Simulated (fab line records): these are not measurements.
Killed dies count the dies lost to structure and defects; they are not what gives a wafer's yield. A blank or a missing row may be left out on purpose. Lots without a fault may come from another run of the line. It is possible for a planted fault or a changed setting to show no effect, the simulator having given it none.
Matching of chambers -- flow nand harc -- NHARC_A_STAIRCASE_TRIM_196 on rie diel-04: 4 sister chambers
The step chemistry O2, time 211.2 s. 30 wafers are shown with their chamber, then 12 later ones without.

## WAFERS PAIRED WITH THEIR CHAMBERS
wafer,chamber,drypump motor current A (A),showerhead plenum p Torr (Torr),oes product au (a.u.)
L074.3,0,5.2,3.41,0.988
L074.5,3,6.0,3.74,0.993
L074.6,2,6.2,3.64,0.997
L075.2,3,6.0,3.74,0.998
L075.5,0,5.3,3.40,0.997
L075.6,3,6.0,3.74,0.997
L076.2,1,6.6,3.29,1.012
L076.3,3,6.0,3.74,1.002
L076.6,1,6.6,3.29,1.002
L078.1,0,5.3,3.40,1.012
L078.4,2,6.2,3.63,0.996
L078.6,0,5.3,3.40,0.999
L080.1,2,6.2,3.62,0.995
L080.2,1,6.6,3.28,0.993
L080.3,3,6.0,3.73,1.000
L081.1,2,6.2,3.62,1.004
L081.3,3,6.0,3.73,1.005
L081.6,0,5.3,3.40,0.999
L084.1,3,6.0,3.72,1.006
L084.2,0,5.3,3.39,1.004
L084.4,2,6.2,3.61,0.999
L086.2,2,6.2,3.61,0.987
L086.4,3,6.0,3.72,1.004
L086.5,0,5.2,3.39,1.002
L089.1,2,6.2,3.61,0.983
L089.2,3,6.0,3.71,1.006
L089.5,3,6.0,3.72,0.999
L088.1,1,6.6,3.28,1.000
L088.2,3,6.0,3.71,0.998
L088.3,2,6.2,3.60,0.987

SIGNATURES (means of the wafers above)
reading,chamber 0,chamber 1,chamber 2,chamber 3,scatter within a chamber
drypump motor current A,5.271,6.600,6.200,6.000,0.0234
showerhead plenum p Torr,3.3986,3.2850,3.6175,3.7273,0.0107
oes product au,1.00014,1.00175,0.99350,1.00073,0.00632
Rule: for each reading, subtract the chamber's mean from the wafer's reading, divide by that reading's scatter and square the result; add these up over the readings and take the root, which gives the wafer's distance from the chamber. The wafer belongs to the nearest chamber; if the next one is less than 2 further off, it can't be placed. The scatter: take each reading less its chamber's mean, square it, sum over the shown wafers, divide by the number of wafers less the number of chambers, and take the root.

## WAFERS WITH NO CHAMBER GIVEN
wafer,drypump motor current A (A),showerhead plenum p Torr (Torr),oes product au (a.u.)
L091.1,6.6,3.27,1.000
L091.3,6.0,3.71,0.981
L091.5,6.2,3.60,0.989
L094.3,6.2,3.60,1.004
L094.4,6.0,3.70,0.990
L094.6,6.0,3.70,1.013
L095.1,6.2,3.59,0.990
L095.4,5.3,3.38,1.001
L095.5,6.2,3.59,1.002
L096.2,6.6,3.80,1.009
L096.3,6.3,3.59,1.013
L096.6,6.2,3.59,1.003

## CHAMBER TAKEN BY EACH
wafer,from the rows above,in truth
L091.1,1,1
L091.3,3,3
L091.5,2,2
L094.3,2,2
L094.4,3,3
L094.6,3,3
L095.1,2,2
L095.4,0,0
L095.5,2,2
L096.2,2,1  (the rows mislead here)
L096.3,2,2
L096.6,2,2
Correct placement for 11 of the 12. Can't be placed from these rows: 0. Wrongly placed: 1.
